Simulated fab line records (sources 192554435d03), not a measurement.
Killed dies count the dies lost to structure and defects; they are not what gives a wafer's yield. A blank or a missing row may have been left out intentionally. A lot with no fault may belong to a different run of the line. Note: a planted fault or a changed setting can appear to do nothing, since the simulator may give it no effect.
Which tool is to blame?    flow n5_finfet    33 wafers from 11 lots sampled at 4 of the route's 1938 steps

## WHAT THE GAUGES READ, wafer by wafer
N5_MIM_BOT_LITHO_OVL_MEAS_11.
lot   measured      on          MIM_BOT_OVL (nm)
L293  day 11 22:26  overlay-01  5 2 -3
L294  day 12 15:32  overlay-02  -1 5 6
L295  day 12 10:08  overlay-01  -7 -2 -5
L298  day 12 21:42  overlay-02  -11 -6 -6
L300  day 13 13:21  overlay-01  -7 -4 -10
L299  day 13 10:28  overlay-01  -8 -7 -5
L303  day 14 05:13  overlay-02  -2 -6 1
L310  day 16 09:37  overlay-01  -11 -5 -15
L312  day 16 22:52  overlay-02  -7 -5 -5
L315  day 17 06:55  overlay-02  3 2 -3
L316  day 17 19:52  overlay-01  3 9 -3

## WHICH TOOL RAN EACH LOT (tool, then ch and the chambers of the sampled wafers, then the start)
lot   N5_BEOL_M7_SPUTTER_48         N5_BEOL_M15_STRIP_37                           N5_BEOL_M15_DEP_53
L293  pvd_sputter-01, day 9 09:14   rie_diel-05 ch 1,2,3, day 11 18:10 or earlier  pecvd-03 ch 0,1,2, day 11 18:10
L294  pvd_sputter-02, day 9 14:34   rie_diel-03 ch 1,2,3, day 12 10:42 or earlier  pecvd-03 ch 0,2, day 12 10:42
L295  pvd_sputter-02, day 9 15:55   rie_diel-03 ch 0,1,2, day 12 05:24 or earlier  pecvd-04 ch 0,1, day 12 05:24
L298  pvd_sputter-01, day 10 02:55  rie_diel-02 ch 0,1,3, day 12 18:06 or earlier  pecvd-03 ch 0,1,2, day 12 18:06
L300  pvd_sputter-03, day 10 20:37  rie_diel-05 ch 0,3, day 13 08:31 or earlier    pecvd-04 ch 1,2, day 13 08:31
L299  pvd_sputter-03, day 10 21:08  rie_diel-02 ch 0,2, day 13 05:24 or earlier    pecvd-04 ch 0,1,2, day 13 05:24
L303  pvd_sputter-01, day 11 16:44  rie_diel-05 ch 0,1, day 14 01:00 or earlier    pecvd-01 ch 0,2, day 14 01:00
L310  pvd_sputter-02, day 13 11:09  rie_diel-02 ch 0,1,3, day 16 01:28 or earlier  pecvd-03 ch 0,2, day 16 01:28
L312  pvd_sputter-02, day 13 23:19  rie_diel-05 ch 0,1,2, day 16 18:04 or earlier  pecvd-03 ch 0,2, day 16 18:04
L315  pvd_sputter-01, day 14 12:30  rie_diel-03 ch 0,1,2, day 17 02:07 or earlier  pecvd-03 ch 0,1, day 17 02:07
L316  pvd_sputter-01, day 14 22:04  rie_diel-02 ch 0,3, day 17 14:43 or earlier    pecvd-04 ch 0,2, day 17 14:43
- N5_BEOL_M7_SPUTTER_48: material Cu, target thk 10 nm, time 1.667 s.
- N5_BEOL_M15_STRIP_37: strips in O2.
- N5_BEOL_M15_DEP_53: deposits SiCN from 3MS/NH3, target thk 50 nm, time 17.8 s.

## THE ANSWER, worked out from the rows above alone
Rule: what is usual is taken from the lots themselves. Put in order of their means at a reading, lots are off if they are a third of the lots or fewer, leave a main group of 4 or more, and stand apart from it by a gap of 3 or more times the standard deviation of the main group's means; of several such gaps the widest counts. Not used: any main group whose means are identical at the precision the tables above print for the reading. A lot without any number at a reading at which 4 lots or more have one is off too. The other lots that the step has rows for count as sound.
No lot is off on any of the readings shown, so nothing can be concluded from this.

## WHAT WAS PUT IN BY THE SIMULATOR
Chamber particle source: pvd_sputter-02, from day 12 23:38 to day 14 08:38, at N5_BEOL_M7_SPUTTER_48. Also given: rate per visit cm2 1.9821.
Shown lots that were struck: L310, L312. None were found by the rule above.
